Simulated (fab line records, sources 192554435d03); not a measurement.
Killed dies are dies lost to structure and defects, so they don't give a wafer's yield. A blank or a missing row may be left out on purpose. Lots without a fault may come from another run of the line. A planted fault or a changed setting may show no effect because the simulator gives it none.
Chamber matching | flow n5_finfet | N5_BEOL_M5_ETCH_62 on rie_diel-01: 4 sister chambers
The step etches SOC in N2/H2, target depth 75 nm, overetch 15 nm, time 112.5 s. 24 wafers are shown with their chamber, then 12 later ones without.

WAFERS WITH THEIR CHAMBER
wafer  | chamber | throttle_valve_pct (%) | showerhead_plenum_p_Torr (Torr) | oes_product_au (a.u.)
L074.1 | 2       | 18.1                   | 2.55                            | 0.57
L074.3 | 0       | 17.8                   | 2.69                            | 0.66
L074.6 | 3       | 17.6                   | 2.62                            | 0.55
L075.1 | 3       | 17.6                   | 2.62                            | 0.55
L075.3 | 2       | 18.1                   | 2.55                            | 0.57
L075.6 | 0       | 17.8                   | 2.68                            | 0.66
L079.2 | 2       | 18.1                   | 2.55                            | 0.57
L079.4 | 0       | 17.8                   | 2.68                            | 0.65
L079.6 | 1       | 17.1                   | 2.48                            | 0.77
L078.1 | 0       | 17.8                   | 2.68                            | 0.64
L078.2 | 2       | 18.1                   | 2.55                            | 0.57
L078.5 | 2       | 18.1                   | 2.55                            | 0.57
L080.1 | 0       | 17.8                   | 2.68                            | 0.65
L080.4 | 3       | 17.7                   | 2.61                            | 0.54
L080.5 | 1       | 17.1                   | 2.47                            | 0.75
L082.1 | 0       | 17.8                   | 2.68                            | 0.64
L082.2 | 1       | 17.1                   | 2.47                            | 0.76
L082.5 | 0       | 17.8                   | 2.68                            | 0.65
L083.2 | 1       | 17.1                   | 2.47                            | 0.75
L083.3 | 0       | 17.8                   | 2.68                            | 0.65
L083.4 | 2       | 18.1                   | 2.55                            | 0.57
L084.1 | 3       | 17.7                   | 2.61                            | 0.54
L084.2 | 2       | 18.1                   | 2.55                            | 0.57
L084.3 | 0       | 17.8                   | 2.68                            | 0.64

SIGNATURES (means of the wafers above)
reading                  | chamber 0 | chamber 1 | chamber 2 | chamber 3 | scatter within a chamber
throttle_valve_pct       | 17.800    | 17.100    | 18.100    | 17.650    | 0.0224
showerhead_plenum_p_Torr | 2.6811    | 2.4725    | 2.5500    | 2.6150    | 0.00363
oes_product_au           | 0.6489    | 0.7575    | 0.5700    | 0.5450    | 0.00657
Rule: a wafer's distance from a chamber is the root of the sum, over the readings, of the square of ((its reading less the chamber's mean) divided by the reading's scatter). The wafer belongs to the nearest chamber; if the next one is less than 2 further off, it can't be placed. The scatter: the root of (the sum of the squares of (reading less its chamber's mean) over the shown wafers, divided by (wafers less chambers)).

WAFERS WITHOUT THEIR CHAMBER
wafer  | throttle_valve_pct (%) | showerhead_plenum_p_Torr (Torr) | oes_product_au (a.u.)
L085.1 | 17.1                   | 2.47                            | 0.74
L085.2 | 17.8                   | 2.68                            | 0.64
L085.3 | 18.1                   | 2.54                            | 0.56
L087.1 | 18.1                   | 2.54                            | 0.57
L087.5 | 18.2                   | 2.54                            | 0.56
L087.6 | 17.1                   | 2.47                            | 0.73
L090.1 | 17.7                   | 2.61                            | 0.54
L090.3 | 18.2                   | 2.54                            | 0.56
L090.4 | 17.1                   | 2.47                            | 0.72
L095.1 | 17.7                   | 2.60                            | 0.54
L095.2 | 17.1                   | 2.46                            | 0.71
L095.6 | 17.7                   | 2.60                            | 0.54

WHICH CHAMBER EACH WENT THROUGH
wafer  | from the rows above | in truth
L085.1 | 1                   | 1
L085.2 | 0                   | 0
L085.3 | 2                   | 2
L087.1 | 2                   | 2
L087.5 | 2                   | 2
L087.6 | 1                   | 1
L090.1 | 3                   | 3
L090.3 | 2                   | 2
L090.4 | 1                   | 1
L095.1 | 3                   | 3
L095.2 | 1                   | 1
L095.6 | 3                   | 3
Placed correctly: 12 of 12. Can't be placed from these rows: 0. Placed wrongly: 0.
